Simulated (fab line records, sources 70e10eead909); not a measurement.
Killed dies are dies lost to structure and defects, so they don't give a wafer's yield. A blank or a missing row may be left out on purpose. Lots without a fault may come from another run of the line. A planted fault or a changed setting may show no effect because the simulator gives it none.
Which tool did it? | flow nand_harc | 24 lots, 72 wafers sampled, at 5 steps of a route of 1159

WHAT THE GAUGES READ, wafer by wafer
NHARC_P_M1_INSPECT_11. Usual: raw_defect_count 3.7, standard deviation 2.7.
lot  | measured     | on                | raw_defect_count | flag
L074 | day 6 01:59  | defect_inspect-02 | 5 6 10           |
L076 | day 6 05:58  | defect_inspect-01 | 2 2 1            |
L075 | day 6 15:35  | defect_inspect-02 | 5 8 8            |
L078 | day 6 19:12  | defect_inspect-01 | 2 3 4            |
L077 | day 7 00:16  | defect_inspect-02 | 3 7 3            |
L079 | day 7 02:22  | defect_inspect-01 | 2 1 2            |
L080 | day 7 10:49  | defect_inspect-02 | 2 2 5            |
L081 | day 7 22:11  | defect_inspect-01 | 4 1 5            |
L083 | day 8 02:34  | defect_inspect-01 | 5 3 4            |
L082 | day 8 03:14  | defect_inspect-02 | 2 1 6            |
L084 | day 8 10:09  | defect_inspect-01 | 5 12 10          |
L089 | day 9 05:06  | defect_inspect-01 | 3 5 0            |
L087 | day 9 05:39  | defect_inspect-02 | 3 1 3            |
L085 | day 9 07:01  | defect_inspect-01 | 0 4 2            |
L086 | day 9 16:49  | defect_inspect-01 | 7 2 2            |
L088 | day 10 02:02 | defect_inspect-02 | 6 3 5            |
L090 | day 10 06:43 | defect_inspect-01 | 1 2 4            |
L091 | day 10 11:50 | defect_inspect-01 | 4 2 0            |
L092 | day 10 14:10 | defect_inspect-01 | 3 1 5            |
L094 | day 10 21:14 | defect_inspect-01 | 1 0 1            |
L093 | day 10 21:57 | defect_inspect-01 | 3 8 6            |
L095 | day 11 05:47 | defect_inspect-02 | 0 6 3            |
L096 | day 11 11:20 | defect_inspect-02 | 4 2 4            |
L097 | day 11 11:46 | defect_inspect-02 | 6 5 7            |

NHARC_A_ONON_D1_THK_MEAS_24: measures by ellipsometry. Usual: thk_nm 1001 nm, standard deviation 10.
lot  | measured     | on            | thk_nm (nm)    | flag
L074 | day 8 06:31  | film_metro-02 | 1012 1013 1014 |
L076 | day 8 06:29  | film_metro-01 | 1005 1006 1007 |
L075 | day 8 14:37  | film_metro-02 | 996 996 994    |
L078 | day 8 14:49  | film_metro-01 | 992 989 989    |
L077 | day 8 22:44  | film_metro-02 | 1010 1008 1009 |
L079 | day 8 22:45  | film_metro-01 | 1017 1015 1017 |
L080 | day 9 12:38  | film_metro-01 | 994 995 995    |
L081 | day 9 23:08  | film_metro-02 | 999 996 998    |
L083 | day 10 03:03 | film_metro-02 | 1018 1020 1020 |
L082 | day 10 03:02 | film_metro-01 | 994 994 995    |
L084 | day 10 08:02 | film_metro-02 | 994 994 993    |
L089 | day 11 04:12 | film_metro-02 | 985 984 984    |
L087 | day 11 04:28 | film_metro-01 | 1003 1003 1003 |
L085 | day 11 04:13 | film_metro-01 | 997 998 996    |
L086 | day 11 15:38 | film_metro-02 | 1007 1006 1007 |
L088 | day 12 02:21 | film_metro-01 | 993 992 991    |
L090 | day 12 02:21 | film_metro-02 | 994 995 996    |
L091 | day 12 10:55 | film_metro-01 | 1014 1014 1015 |
L092 | day 12 10:55 | film_metro-02 | 995 994 995    |
L094 | day 12 21:57 | film_metro-02 | 999 999 998    |
L093 | day 12 21:59 | film_metro-01 | 1019 1021 1023 |
L095 | day 13 06:08 | film_metro-02 | 987 987 987    |
L096 | day 13 10:11 | film_metro-01 | 1001 1002 1002 |
L097 | day 13 10:11 | film_metro-02 | 995 993 994    |

WHICH TOOL RAN EACH LOT (tool, then ch and the chambers of the sampled wafers, then the start)
lot  | NHARC_P_M1_DEP_33               | NHARC_P_M2_PRE_CLEAN_32         | NHARC_P_M2_DEP_33
L074 | pecvd-04 ch 0,1,2, day 6 05:11  | pecvd-03 ch 0,2, day 6 09:19    | pecvd-03 ch 0,2, day 6 09:24
L076 | pecvd-03 ch 0,1,2, day 6 08:58  | pecvd-03 ch 0,1,2, day 6 12:55  | pecvd-03 ch 0,1,2, day 6 12:59
L075 | pecvd-02 ch 0,1, day 6 18:22    | pecvd-03 ch 0,1, day 6 22:26    | pecvd-03 ch 0,1, day 6 22:31
L078 | pecvd-02 ch 0,2, day 6 21:59    | pecvd-02 ch 0,2, day 7 02:04    | pecvd-02 ch 0,2, day 7 02:09
L077 | pecvd-02 ch 0,1,2, day 7 03:03  | pecvd-04 ch 0,1, day 7 07:03    | pecvd-04 ch 0,1, day 7 07:10
L079 | pecvd-04 ch 1,2, day 7 05:09    | pecvd-04 ch 0,2, day 7 09:15    | pecvd-04 ch 0,2, day 7 09:20
L080 | pecvd-04 ch 0,2, day 7 13:38    | pecvd-04 ch 0,1,2, day 7 17:35  | pecvd-04 ch 0,1,2, day 7 17:41
L081 | pecvd-02 ch 0,2, day 8 01:03    | pecvd-02 ch 0,1, day 8 05:05    | pecvd-02 ch 0,1, day 8 05:12
L083 | pecvd-02 ch 0,2, day 8 05:29    | pecvd-04 ch 1,2, day 8 09:33    | pecvd-04 ch 1,2, day 8 09:40
L082 | pecvd-04 ch 0,1,2, day 8 06:05  | pecvd-03 ch 1,2, day 8 10:07    | pecvd-03 ch 1,2, day 8 10:14
L084 | pecvd-02 ch 0,2, day 8 12:59    | pecvd-03 ch 1,2, day 8 17:02    | pecvd-03 ch 1,2, day 8 17:08
L089 | pecvd-03 ch 0,1,2, day 9 07:58  | pecvd-02 ch 0,1,2, day 9 12:06  | pecvd-02 ch 0,1,2, day 9 12:13
L087 | pecvd-03 ch 0,1, day 9 08:46    | pecvd-02 ch 0,1, day 9 13:02    | pecvd-02 ch 0,1, day 9 13:07
L085 | pecvd-03 ch 0,1,2, day 9 09:53  | pecvd-02 ch 0,1,2, day 9 14:12  | pecvd-02 ch 0,1,2, day 9 14:17
L086 | pecvd-02 ch 0,2, day 9 19:47    | pecvd-03 ch 0,1,2, day 9 23:50  | pecvd-03 ch 0,1,2, day 9 23:57
L088 | pecvd-04 ch 1,2, day 10 04:59   | pecvd-03 ch 0,2, day 10 09:08   | pecvd-03 ch 0,2, day 10 09:13
L090 | pecvd-02 ch 0,1, day 10 09:31   | pecvd-02 ch 0,2, day 10 13:28   | pecvd-02 ch 0,2, day 10 13:33
L091 | pecvd-04 ch 1,2, day 10 14:49   | pecvd-02 ch 1,2, day 10 19:03   | pecvd-02 ch 1,2, day 10 19:10
L092 | pecvd-03 ch 0,1,2, day 10 17:10 | pecvd-03 ch 0,1,2, day 10 21:18 | pecvd-03 ch 0,1,2, day 10 21:28
L094 | pecvd-04 ch 0,1, day 11 00:50   | pecvd-04 ch 1,2, day 11 05:02   | pecvd-04 ch 1,2, day 11 05:09
L093 | pecvd-02 ch 0,2, day 11 01:11   | pecvd-03 ch 1,2, day 11 05:45   | pecvd-03 ch 1,2, day 11 05:53
L095 | pecvd-03 ch 1,2, day 11 08:46   | pecvd-02 ch 0,1, day 11 12:53   | pecvd-02 ch 0,1, day 11 13:00
L096 | pecvd-02 ch 0,1,2, day 11 14:38 | pecvd-02 ch 1,2, day 11 18:48   | pecvd-02 ch 1,2, day 11 18:52
L097 | pecvd-04 ch 0,2, day 11 15:09   | pecvd-03 ch 0,1,2, day 11 19:32 | pecvd-03 ch 0,1,2, day 11 19:37
- NHARC_P_M1_DEP_33: deposits SiCN, target thk 30 nm.
- NHARC_P_M2_PRE_CLEAN_32: time 12 s.
- NHARC_P_M2_DEP_33: deposits SiCN, target thk 30 nm.

WHAT THE TOOLS THEMSELVES READ (means of the sampled wafers that have a number; where no wafer has one, the mark that the record gives instead)
NHARC_P_M1_DEP_33. Usual: heater_power_w 531 W, standard deviation 71.
lot  | tool     | heater_power_w (W) | flag
L074 | pecvd-04 | 510                |
L076 | pecvd-03 | 522                |
L075 | pecvd-02 | 553                |
L078 | pecvd-02 | 520                |
L077 | pecvd-02 | 511                |
L079 | pecvd-04 | 537                |
L080 | pecvd-04 | 620                |
L081 | pecvd-02 | 591                |
L083 | pecvd-02 | 486                |
L082 | pecvd-04 | 528                |
L084 | pecvd-02 | 519                |
L089 | pecvd-03 | 521                |
L087 | pecvd-03 | 487                |
L085 | pecvd-03 | 491                |
L086 | pecvd-02 | 502                |
L088 | pecvd-04 | 551                |
L090 | pecvd-02 | 574                |
L091 | pecvd-04 | 499                |
L092 | pecvd-03 | 505                |
L094 | pecvd-04 | 519                |
L093 | pecvd-02 | 502                |
L095 | pecvd-03 | 568                |
L096 | pecvd-02 | 500                |
L097 | pecvd-04 | 651                |

NHARC_P_M2_PRE_CLEAN_32. Usual: heater_power_w 572 W, standard deviation 68.
lot  | tool     | heater_power_w (W) | flag
L074 | pecvd-03 | 478                |
L076 | pecvd-03 | 544                |
L075 | pecvd-03 | 552                |
L078 | pecvd-02 | 568                |
L077 | pecvd-04 | 531                |
L079 | pecvd-04 | 649                |
L080 | pecvd-04 | 593                |
L081 | pecvd-02 | 650                |
L083 | pecvd-04 | 514                |
L082 | pecvd-03 | 558                |
L084 | pecvd-03 | 554                |
L089 | pecvd-02 | 578                |
L087 | pecvd-02 | 640                |
L085 | pecvd-02 | 599                |
L086 | pecvd-03 | 575                |
L088 | pecvd-03 | 521                |
L090 | pecvd-02 | 587                |
L091 | pecvd-02 | 506                |
L092 | pecvd-03 | 558                |
L094 | pecvd-04 | 622                |
L093 | pecvd-03 | 567                |
L095 | pecvd-02 | 585                |
L096 | pecvd-02 | 550                |
L097 | pecvd-03 | 548                |

NHARC_P_M2_DEP_33. Usual: heater_power_w 521 W, standard deviation 63.
lot  | tool     | heater_power_w (W) | flag
L074 | pecvd-03 | 484                |
L076 | pecvd-03 | 524                |
L075 | pecvd-03 | 438                |
L078 | pecvd-02 | 509                |
L077 | pecvd-04 | 514                |
L079 | pecvd-04 | 577                |
L080 | pecvd-04 | 573                |
L081 | pecvd-02 | 623                |
L083 | pecvd-04 | 521                |
L082 | pecvd-03 | 566                |
L084 | pecvd-03 | 521                |
L089 | pecvd-02 | 530                |
L087 | pecvd-02 | 571                |
L085 | pecvd-02 | 543                |
L086 | pecvd-03 | 487                |
L088 | pecvd-03 | 436                |
L090 | pecvd-02 | 509                |
L091 | pecvd-02 | 493                |
L092 | pecvd-03 | 500                |
L094 | pecvd-04 | 564                |
L093 | pecvd-03 | 506                |
L095 | pecvd-02 | 576                |
L096 | pecvd-02 | 489                |
L097 | pecvd-03 | 475                |

THE ANSWER, worked out from the rows above alone
Rule: a lot is off if the mean of its wafers that have a number lies more than 3 standard deviations from the usual mean. A lot without any number at a reading at which 4 lots or more have one is off too. The other lots that the step has rows for count as sound. The gauges are gone through in route order, then the tools' own readings, and for those a lot's mean is taken as printed above. The first step at which some lot is off is used, and at that step the reading that is off furthest; a lot without a number counts as furthest.
No lot is off at any reading shown: from this, nothing can be told.

WHAT THE SIMULATOR HAD PUT IN
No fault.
